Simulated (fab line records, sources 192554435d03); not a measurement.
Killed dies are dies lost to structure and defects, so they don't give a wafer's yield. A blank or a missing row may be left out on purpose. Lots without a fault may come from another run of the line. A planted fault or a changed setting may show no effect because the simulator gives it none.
Chamber matching | flow n5_finfet | N5_BEOL_M10_STRIP_36 on rie_diel-05: 4 sister chambers
The step strips in N2/H2. 4 wafers are shown with their chamber, then 9 later ones without.

WAFERS WITH THEIR CHAMBER
wafer  | chamber | showerhead_plenum_p_Torr (Torr)
L076.1 | 1       | 2.63
L080.4 | 0       | 2.68
L082.3 | 2       | 2.56
L082.6 | 3       | 2.44

WAFERS WITHOUT THEIR CHAMBER
wafer  | showerhead_plenum_p_Torr (Torr)
L088.1 | 2.55
L088.4 | 2.62
L088.5 | 2.44
L089.1 | 2.55
L089.3 | 2.67
L089.6 | 2.67
L092.1 | 2.61
L092.2 | 2.67
L092.3 | 2.55

WHICH CHAMBER EACH WENT THROUGH
wafer  | from the rows above | in truth
L088.1 | 2                   | 2
L088.4 | 1                   | 1
L088.5 | 3                   | 3
L089.1 | 2                   | 2
L089.3 | 0                   | 0
L089.6 | 0                   | 0
L092.1 | 1                   | 1
L092.2 | 0                   | 0
L092.3 | 2                   | 2
Placed correctly: 9 of 9. Can't be placed from these rows: 0. Placed wrongly: 0.
How it was worked out, from the rows above alone: a wafer's distance from a chamber is the root of the sum, over the readings, of the square of ((its reading less the chamber's mean) divided by the reading's scatter). The wafer belongs to the nearest chamber; if the next one is less than 2 further off, it can't be placed. A chamber's mean is the mean of its shown wafers. The scatter: with one shown wafer a chamber, the root of the mean of the squares of how far each hidden wafer lies from its nearest shown one.
